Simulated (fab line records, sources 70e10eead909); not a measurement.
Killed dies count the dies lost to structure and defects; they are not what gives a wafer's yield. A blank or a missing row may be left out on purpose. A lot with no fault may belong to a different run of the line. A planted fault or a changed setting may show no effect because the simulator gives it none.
The tool behind it: which one? -- flow nandHarc -- Sampling: 24 lots, 72 wafers, 6 of 1159 route steps

## WHAT EACH GAUGE READ, for each wafer
NHARC_A_STAIRCASE_INSPECT_155.
lot,measured,on,rawDefectCount
L075,day 13 17:34,defectInspect-01,238 170 199
L074,day 13 19:13,defectInspect-01,222 323 396
L077,day 14 03:34,defectInspect-01,856 523 587
L076,day 14 03:52,defectInspect-01,460 363 518
L078,day 15 01:24,defectInspect-01,353 308 463
L079,day 15 01:09,defectInspect-01,476 556 474
L080,day 15 18:53,defectInspect-01,272 339 687
L081,day 15 19:02,defectInspect-01,371 868 494
L082,day 15 19:14,defectInspect-02,246 367 327
L084,day 16 07:49,defectInspect-01,610 296 704
L083,day 16 08:35,defectInspect-01,554 303 255
L087,day 17 00:35,defectInspect-01,804 564 614
L085,day 17 00:37,defectInspect-02,263 423 242
L086,day 17 02:02,defectInspect-01,292 298 366
L088,day 17 09:23,defectInspect-01,328 225 451
L089,day 17 09:14,defectInspect-01,458 734 471
L091,day 17 21:50,defectInspect-02,331 355 408
L090,day 17 22:05,defectInspect-02,505 344 340
L092,day 18 11:01,defectInspect-01,194 204 229
L093,day 19 04:17,defectInspect-02,347 297 516
L096,day 19 04:02,defectInspect-02,281 273 268
L094,day 19 04:32,defectInspect-01,342 584 712
L095,day 19 09:31,defectInspect-01,320 362 639
L097,day 19 21:18,defectInspect-02,295 271 234

NHARC_A_SGD_CUT_INSPECT_11.
lot,measured,on,rawDefectCount
L075,day 13 18:29,defectInspect-01,16 25 17
L074,day 13 20:07,defectInspect-01,7 10 4
L077,day 14 04:29,defectInspect-01,25 19 9
L076,day 14 04:49,defectInspect-02,12 8 9
L078,day 15 02:19,defectInspect-01,14 15 25
L079,day 15 02:04,defectInspect-02,7 13 13
L080,day 15 20:03,defectInspect-01,17 14 6
L081,day 15 20:14,defectInspect-02,10 15 8
L082,day 15 20:27,defectInspect-01,21 22 29
L084,day 16 08:36,defectInspect-02,17 12 13
L083,day 16 09:22,defectInspect-01,17 28 20
L087,day 17 01:32,defectInspect-02,12 11 8
L085,day 17 01:43,defectInspect-02,22 31 25
L086,day 17 02:50,defectInspect-02,24 25 29
L088,day 17 10:17,defectInspect-02,14 11 9
L089,day 17 10:01,defectInspect-02,22 26 27
L091,day 17 22:52,defectInspect-02,11 7 17
L090,day 17 23:01,defectInspect-01,19 28 29
L092,day 18 11:56,defectInspect-02,8 18 2
L093,day 19 05:13,defectInspect-01,30 37 34
L096,day 19 04:57,defectInspect-02,12 7 4
L094,day 19 05:27,defectInspect-02,42 28 35
L095,day 19 10:26,defectInspect-01,14 7 10
L097,day 19 22:11,defectInspect-02,8 16 14

## EACH LOT AND THE TOOL THAT RAN IT (in order: tool; ch and the chambers of the sampled wafers; start)
lot,NHARC_A_STAIRCASE_TRIM_200,NHARC_A_STAIRCASE_ETCH_203,NHARC_A_STAIRCASE_DEP_259,NHARC_A_STAIRCASE_ETCH_294
L075,"rieDiel-01 ch 0,3, day 11 10:18 or earlier","rieDiel-01 ch 0,2,3, day 11 10:18 or earlier","pecvd-01 ch 1,2, day 11 10:18","rieDiel-01 ch 1,2,3, day 13 17:34 or earlier"
L074,"rieDiel-08 ch 0,1,2, day 11 11:56 or earlier","rieDiel-08 ch 0,2, day 11 11:56 or earlier","pecvd-03 ch 1,2, day 11 11:56","rieDiel-08 ch 0,3, day 13 19:13 or earlier"
L077,"rieDiel-08 ch 0,1,2, day 12 01:42 or earlier","rieDiel-08 ch 0,2,3, day 12 01:42 or earlier","pecvd-03 ch 0,2, day 12 01:42","rieDiel-01 ch 0,2,3, day 14 03:34 or earlier"
L076,"rieDiel-08 ch 0,1,2, day 12 02:49 or earlier","rieDiel-08 ch 0,1, day 12 02:49 or earlier","pecvd-03 ch 1,2, day 12 02:49","rieDiel-08 ch 1,2,3, day 14 03:52 or earlier"
L078,"rieDiel-08 ch 1,2, day 12 18:19 or earlier","rieDiel-08 ch 0,1, day 12 18:19 or earlier","pecvd-01 ch 0,1,2, day 12 18:19","rieDiel-09 ch 0,1,3, day 15 01:24 or earlier"
L079,"rieDiel-01 ch 0,3, day 12 19:49 or earlier","rieDiel-01 ch 0,1,2, day 12 19:49 or earlier","pecvd-01 ch 0,1, day 12 19:49","rieDiel-01 ch 0,3, day 15 01:09 or earlier"
L080,"rieDiel-01 ch 1,2,3, day 13 01:58 or earlier","rieDiel-01 ch 0,1,3, day 13 01:58 or earlier","pecvd-03 ch 0,2, day 13 01:58","rieDiel-01 ch 1,2,3, day 15 18:53 or earlier"
L081,"rieDiel-08 ch 0,1, day 13 13:05 or earlier","rieDiel-08 ch 1,3, day 13 13:05 or earlier","pecvd-04 ch 0,1, day 13 13:05","rieDiel-09 ch 1,3, day 15 19:02 or earlier"
L082,"rieDiel-01 ch 0,2,3, day 13 16:50 or earlier","rieDiel-01 ch 1,2,3, day 13 16:50 or earlier","pecvd-04 ch 0,1,2, day 13 16:50","rieDiel-01 ch 0,1, day 15 19:14 or earlier"
L084,"rieDiel-08 ch 0,1,3, day 13 22:14 or earlier","rieDiel-08 ch 0,3, day 13 22:14 or earlier","pecvd-03 ch 0,1,2, day 13 22:14","rieDiel-08 ch 1,2,3, day 16 07:49 or earlier"
L083,"rieDiel-08 ch 0,1,3, day 13 22:34 or earlier","rieDiel-08 ch 1,3, day 13 22:34 or earlier","pecvd-04 ch 0,1,2, day 13 22:34","rieDiel-08 ch 1,2, day 16 08:35 or earlier"
L087,"rieDiel-08 ch 0,1,3, day 14 20:37 or earlier","rieDiel-08 ch 0,2,3, day 14 20:37 or earlier","pecvd-04 ch 1,2, day 14 20:37","rieDiel-09 ch 0,2,3, day 17 00:35 or earlier"
L085,"rieDiel-08 ch 0,2, day 14 21:06 or earlier","rieDiel-08 ch 2,3, day 14 21:06 or earlier","pecvd-04 ch 0,1,2, day 14 21:06","rieDiel-01 ch 0,1, day 17 00:37 or earlier"
L086,"rieDiel-09 ch 0,2,3, day 14 21:23 or earlier","rieDiel-09 ch 0,2,3, day 14 21:23 or earlier","pecvd-03 ch 0,1, day 14 21:23","rieDiel-08 ch 0,1, day 17 02:02 or earlier"
L088,"rieDiel-09 ch 0,2,3, day 15 05:38 or earlier","rieDiel-09 ch 0,1,2, day 15 05:38 or earlier","pecvd-04 ch 0,1, day 15 05:38","rieDiel-08 ch 0,2,3, day 17 09:23 or earlier"
L089,"rieDiel-08 ch 1,2, day 15 04:35 or earlier","rieDiel-08 ch 0,1,3, day 15 04:35 or earlier","pecvd-01 ch 0,2, day 15 04:35","rieDiel-01 ch 1,2, day 17 09:14 or earlier"
L091,"rieDiel-08 ch 0,3, day 15 13:37 or earlier","rieDiel-08 ch 0,1, day 15 13:37 or earlier","pecvd-04 ch 0,1, day 15 13:37","rieDiel-08 ch 2,3, day 17 21:50 or earlier"
L090,"rieDiel-09 ch 0,2,3, day 15 15:28 or earlier","rieDiel-09 ch 0,1, day 15 15:28 or earlier","pecvd-03 ch 0,1,2, day 15 15:28","rieDiel-09 ch 1,2, day 17 22:05 or earlier"
L092,"rieDiel-01 ch 0,1,3, day 16 05:40 or earlier","rieDiel-01 ch 1,2,3, day 16 05:40 or earlier","pecvd-04 ch 0,1, day 16 05:40","rieDiel-08 ch 0,2,3, day 18 11:01 or earlier"
L093,"rieDiel-01 ch 0,1,3, day 16 12:14 or earlier","rieDiel-01 ch 0,1,3, day 16 12:14 or earlier","pecvd-01 ch 0,2, day 16 12:14","rieDiel-09 ch 0,1,3, day 19 04:17 or earlier"
L096,"rieDiel-01 ch 1,2,3, day 16 16:20 or earlier","rieDiel-01 ch 0,1, day 16 16:20 or earlier","pecvd-01 ch 0,1, day 16 16:20","rieDiel-08 ch 0,2,3, day 19 04:02 or earlier"
L094,"rieDiel-01 ch 0,1,3, day 16 17:25 or earlier","rieDiel-01 ch 0,2,3, day 16 17:25 or earlier","pecvd-03 ch 0,1,2, day 16 17:25","rieDiel-01 ch 1,2, day 19 04:32 or earlier"
L095,"rieDiel-08 ch 1,3, day 16 21:32 or earlier","rieDiel-08 ch 0,1,3, day 16 21:32 or earlier","pecvd-03 ch 0,1,2, day 16 21:32","rieDiel-08 ch 0,1, day 19 09:31 or earlier"
L097,"rieDiel-01 ch 0,1, day 17 16:10 or earlier","rieDiel-01 ch 0,1,3, day 17 16:10 or earlier","pecvd-03 ch 0,2, day 17 16:10","rieDiel-09 ch 0,2,3, day 19 21:18 or earlier"
- NHARC_A_STAIRCASE_TRIM_200: chemistry O2, time 211.2 s.
- NHARC_A_STAIRCASE_ETCH_203: etches the open film in C4F8/O2, target depth 100 nm, time 40.5 s.
- NHARC_A_STAIRCASE_DEP_259: deposits SiON, target thk 30 nm.
- NHARC_A_STAIRCASE_ETCH_294: etches the open film in C4F8/O2/Ar, target depth 4992 nm, time 1212.4 s.

## AS READ BY THE TOOLS THEMSELVES (means over the sampled wafers that have a number; for cases with no such wafer, the mark the record gives instead)
NHARC_A_STAIRCASE_TRIM_200.
lot,tool,drypumpMotorCurrentA (A),mfcArSccm (sccm),oesProductAu (a.u.),rfVppV (V),showerheadPlenumPTorr (Torr),throttleValvePct (%)
L075,rieDiel-01,5.31,0.002,0.995,56.8,3.58,17.037
L074,rieDiel-08,5.59,0.010,1.001,56.8,3.50,17.039
L077,rieDiel-08,5.60,0.010,0.997,58.0,3.49,17.039
L076,rieDiel-08,5.61,0.010,1.006,57.7,3.49,17.033
L078,rieDiel-08,5.48,0.006,1.001,57.7,3.54,17.030
L079,rieDiel-01,5.17,0.003,1.000,57.1,3.61,17.039
L080,rieDiel-01,5.46,0.005,0.997,59.2,3.68,17.039
L081,rieDiel-08,5.57,0.009,0.996,57.2,3.44,17.034
L082,rieDiel-01,5.43,0.005,0.994,57.1,3.60,17.039
L084,rieDiel-08,5.68,0.007,0.993,57.2,3.39,17.037
L083,rieDiel-08,5.68,0.007,0.992,57.7,3.38,17.039
L087,rieDiel-08,5.68,0.007,0.984,57.6,3.38,17.043
L085,rieDiel-08,5.72,0.013,0.987,57.1,3.44,17.048
L086,rieDiel-09,5.53,0.007,1.003,57.3,3.48,17.040
L088,rieDiel-09,5.53,0.007,0.989,58.1,3.48,17.040
L089,rieDiel-08,5.51,0.007,1.004,58.2,3.58,17.035
L091,rieDiel-08,5.79,0.011,0.992,57.1,3.33,17.043
L090,rieDiel-09,5.55,0.007,0.998,57.6,3.47,17.042
L092,rieDiel-01,5.36,0.002,1.007,58.6,3.64,17.040
L093,rieDiel-01,5.40,0.002,0.998,58.2,3.64,17.036
L096,rieDiel-01,5.47,0.005,1.002,58.5,3.66,17.027
L094,rieDiel-01,5.40,0.002,0.988,58.3,3.63,17.039
L095,rieDiel-08,5.56,0.003,0.993,58.6,3.41,17.037
L097,rieDiel-01,5.54,0.000,1.012,57.6,3.59,17.046

NHARC_A_STAIRCASE_ETCH_203.
lot,tool,oesProductAu (a.u.),rfVppV (V)
L075,rieDiel-01,0.926,899
L074,rieDiel-08,0.950,897
L077,rieDiel-08,0.930,893
L076,rieDiel-08,0.923,892
L078,rieDiel-08,0.932,891
L079,rieDiel-01,0.943,899
L080,rieDiel-01,0.957,900
L081,rieDiel-08,0.922,893
L082,rieDiel-01,0.943,901
L084,rieDiel-08,0.917,889
L083,rieDiel-08,0.934,892
L087,rieDiel-08,0.933,892
L085,rieDiel-08,0.939,896
L086,rieDiel-09,0.928,895
L088,rieDiel-09,0.942,892
L089,rieDiel-08,0.943,891
L091,rieDiel-08,0.936,893
L090,rieDiel-09,0.953,894
L092,rieDiel-01,0.931,901
L093,rieDiel-01,0.943,899
L096,rieDiel-01,0.940,899
L094,rieDiel-01,0.933,899
L095,rieDiel-08,0.931,890
L097,rieDiel-01,0.941,900

NHARC_A_STAIRCASE_DEP_259.
lot,tool,heaterPowerW (W),showerheadVppV (V)
L075,pecvd-01,697,1153
L074,pecvd-03,744,1149
L077,pecvd-03,674,1161
L076,pecvd-03,796,1138
L078,pecvd-01,730,1184
L079,pecvd-01,725,1202
L080,pecvd-03,648,1176
L081,pecvd-04,864,1081
L082,pecvd-04,787,1100
L084,pecvd-03,777,1159
L083,pecvd-04,784,1116
L087,pecvd-04,770,1138
L085,pecvd-04,777,1109
L086,pecvd-03,768,1153
L088,pecvd-04,770,1086
L089,pecvd-01,721,1175
L091,pecvd-04,809,1081
L090,pecvd-03,730,1162
L092,pecvd-04,833,1085
L093,pecvd-01,711,1211
L096,pecvd-01,695,1215
L094,pecvd-03,747,1155
L095,pecvd-03,720,1159
L097,pecvd-03,708,1164

NHARC_A_STAIRCASE_ETCH_294.
lot,tool,oesProductAu (a.u.),rfVppV (V)
L075,rieDiel-01,0.924,1837
L074,rieDiel-08,0.938,1812
L077,rieDiel-01,0.944,1831
L076,rieDiel-08,0.928,1823
L078,rieDiel-09,0.919,1828
L079,rieDiel-01,0.949,1833
L080,rieDiel-01,0.939,1838
L081,rieDiel-09,0.920,1831
L082,rieDiel-01,0.932,1838
L084,rieDiel-08,0.927,1823
L083,rieDiel-08,0.930,1831
L087,rieDiel-09,0.930,1823
L085,rieDiel-01,0.922,1839
L086,rieDiel-08,0.926,1820
L088,rieDiel-08,0.936,1818
L089,rieDiel-01,0.933,1836
L091,rieDiel-08,0.925,1818
L090,rieDiel-09,0.941,1823
L092,rieDiel-08,0.915,1819
L093,rieDiel-09,0.921,1826
L096,rieDiel-08,0.941,1818
L094,rieDiel-01,0.946,1836
L095,rieDiel-08,0.939,1818
L097,rieDiel-09,0.924,1823

## THE ANSWER, worked out from the rows above alone
Rule: usual is defined by the lots themselves. Put in order of their means at a reading, lots are off if they are a third of the lots or fewer, leave a main group of 4 or more, and stand apart from it by a gap of 3 or more times the standard deviation of the main group's means; of several such gaps the widest counts. A main group is skipped when, at the precision printed for the reading in the tables above, its means are all equal. A lot without any number at a reading at which 4 lots or more have one is off too. Any other lot the step has rows for is counted as sound. First the gauges in route order, then the tools' own readings, where a lot's mean is used as printed above. At the first step where some lot is off, the reading lying furthest off is the one used; lots without a number count as furthest.
No lot is off on any of the readings shown, so nothing can be concluded from this.

## WHAT THE SIMULATOR HAD INSERTED
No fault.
